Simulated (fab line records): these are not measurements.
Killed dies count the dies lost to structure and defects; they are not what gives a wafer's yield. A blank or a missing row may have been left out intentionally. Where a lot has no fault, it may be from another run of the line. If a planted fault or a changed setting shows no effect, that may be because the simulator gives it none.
Which tool is to blame? | flow n5Finfet | 10 lots with 30 wafers sampled at 3 steps, on a route of 1938 steps

== WHAT EACH GAUGE READ, for each wafer ==
N5_MIM_BOT_LITHO_CD_MEAS_08 targets a cd of 3000 nm. Usual: cdNm at 2999.7 nm, with a standard deviation of 1.5.
lot  | measured     | on       | cdNm (nm)            | flag
L447 | day 11 14:52 | cdSem-01 | 2999.3 2998.1 2999.2 | 
L449 | day 11 22:29 | cdSem-03 | 2998.5 3000.2 3000.1 | 
L450 | day 12 21:48 | cdSem-02 | 3000.1 3001.5 3002.5 | 
L452 | day 12 22:09 | cdSem-02 | 2997.5 2996.5 2998.0 | 
L454 | day 14 06:04 | cdSem-03 | 2999.5 2999.2 2999.8 | 
L458 | day 15 22:19 | cdSem-03 | 2998.8 2997.9 2998.7 | 
L460 | day 15 19:29 | cdSem-02 | 3003.4 3002.6 2999.2 | 
L462 | day 16 00:20 | cdSem-01 | 2999.5 2998.6 3000.0 | 
L464 | day 16 16:44 | cdSem-02 | 2999.6 2998.1 3000.4 | 
L469 | day 18 09:41 | cdSem-02 | 2998.1 2999.4 2998.4 | 

== WHICH TOOL RAN EACH LOT (tool, then ch and the chambers of the sampled wafers, then the start) ==
lot  | N5_ILD0_CMP_03               | N5_MIM_TOP_ETCH_STRIP_01
L447 | cmp-02 ch 2,3, day 3 14:39   | rieDiel-04 ch 0,2,3, day 11 14:25
L449 | cmp-03 ch 0,3, day 4 04:45   | rieDiel-03 ch 0,1,2, day 11 22:04
L450 | cmp-01 ch 1,2, day 4 09:35   | rieDiel-03 ch 1,2, day 12 21:15
L452 | cmp-03 ch 0,3, day 4 20:28   | rieDiel-04 ch 0,1,2, day 12 21:36
L454 | cmp-01 ch 1,2, day 5 09:50   | rieDiel-05 ch 0,2, day 14 05:38
L458 | cmp-01 ch 0,1, day 6 17:17   | rieDiel-03 ch 1,2, day 15 21:46
L460 | cmp-01 ch 0,1,2, day 6 20:10 | rieDiel-05 ch 0,1,3, day 15 18:55
L462 | cmp-01 ch 0,3, day 7 08:05   | rieDiel-05 ch 0,1, day 15 23:48
L464 | cmp-02 ch 0,1,2, day 7 17:03 | rieDiel-04 ch 0,1,3, day 16 16:11
L469 | cmp-02 ch 0,1,3, day 9 08:56 | rieDiel-03 ch 1,2,3, day 18 09:08
- N5_ILD0_CMP_03: polishes, stops on SiNx, t overpolish 1.9 s, target thk 197.38 nm.
- N5_MIM_TOP_ETCH_STRIP_01: strips in O2.

== WHAT THE TOOLS THEMSELVES READ (means of the sampled wafers that have a number; where no wafer has one, the mark that the record gives instead) ==
N5_ILD0_CMP_03. Usual: edgeZonePressureFrac 1.000, standard deviation 0.0047; motorCurrentA 12.7 A, standard deviation 1; overpolishRunS 1.900 s, standard deviation 0.0085; timeToEndpointS 72 s, standard deviation 5.5.
lot  | tool   | edgeZonePressureFrac | motorCurrentA (A) | overpolishRunS (s) | timeToEndpointS (s) | flag
L447 | cmp-02 | 0.999                | 11.3              | 1.895              | 74                  | 
L449 | cmp-03 | 1.001                | 12.6              | 1.895              | 67                  | 
L450 | cmp-01 | 1.002                | 13.2              | 1.889              | 71                  | 
L452 | cmp-03 | 1.004                | 13.1              | 1.904              | 62                  | 
L454 | cmp-01 | 0.995                | 12.7              | 1.896              | 77                  | 
L458 | cmp-01 | 1.003                | 12.3              | 1.906              | 79                  | 
L460 | cmp-01 | 0.998                | 12.9              | 1.899              | 82                  | 
L462 | cmp-01 | 1.002                | 12.8              | 1.899              | 76                  | 
L464 | cmp-02 | 0.996                | 12.3              | 1.897              | 73                  | 
L469 | cmp-02 | 1.003                | 13.1              | 1.907              | 72                  | 

N5_MIM_TOP_ETCH_STRIP_01. Usual: drypumpMotorCurrentA 5.9 A, standard deviation 0.41; oesProductAu 0.75 a.u., standard deviation 0.078; rfVppV 3.7 V, standard deviation 1.3; showerheadPlenumPTorr 2.10 Torr, standard deviation 0.056; throttleValvePct 16.73 %, standard deviation 0.16.
lot  | tool       | drypumpMotorCurrentA (A) | oesProductAu (a.u.) | rfVppV (V) | showerheadPlenumPTorr (Torr) | throttleValvePct (%) | flag
L447 | rieDiel-04 | 6.1                      | 0.74                | 4.2        | 2.13                         | 16.64                | 
L449 | rieDiel-03 | 5.9                      | 0.76                | 5.3        | 2.06                         | 16.62                | 
L450 | rieDiel-03 | 5.9                      | 0.80                | 4.6        | 2.06                         | 16.58                | 
L452 | rieDiel-04 | 6.0                      | 0.76                | 3.0        | 2.12                         | 16.73                | 
L454 | rieDiel-05 | 5.6                      | 0.72                | 2.9        | 2.13                         | 16.94                | 
L458 | rieDiel-03 | 5.6                      | 0.72                | 2.9        | 2.06                         | 16.65                | 
L460 | rieDiel-05 | 5.6                      | 0.75                | 4.4        | 2.15                         | 16.82                | 
L462 | rieDiel-05 | 5.4                      | 0.73                | 2.8        | 2.11                         | 16.93                | 
L464 | rieDiel-04 | 6.1                      | 0.72                | 3.1        | 2.12                         | 16.80                | 
L469 | rieDiel-03 | 5.7                      | 0.80                | 4.3        | 2.05                         | 16.62                | 

== THE ANSWER, worked out from the rows above alone ==
Rule: lot off if the mean of its wafers having a number is beyond 3 standard deviations from the usual mean. A lot without any number at a reading at which 4 lots or more have one is off too. All remaining lots with rows at the step are treated as sound. Order of review: gauges by route order, followed by the tools' own readings, for which a lot's mean as printed above is used. The first step at which some lot is off is used, and at that step the reading that is off furthest; a lot without a number counts as furthest.
Across all readings shown, no lot is off: no conclusion can be drawn from this.

== WHAT WAS PUT IN BY THE SIMULATOR ==
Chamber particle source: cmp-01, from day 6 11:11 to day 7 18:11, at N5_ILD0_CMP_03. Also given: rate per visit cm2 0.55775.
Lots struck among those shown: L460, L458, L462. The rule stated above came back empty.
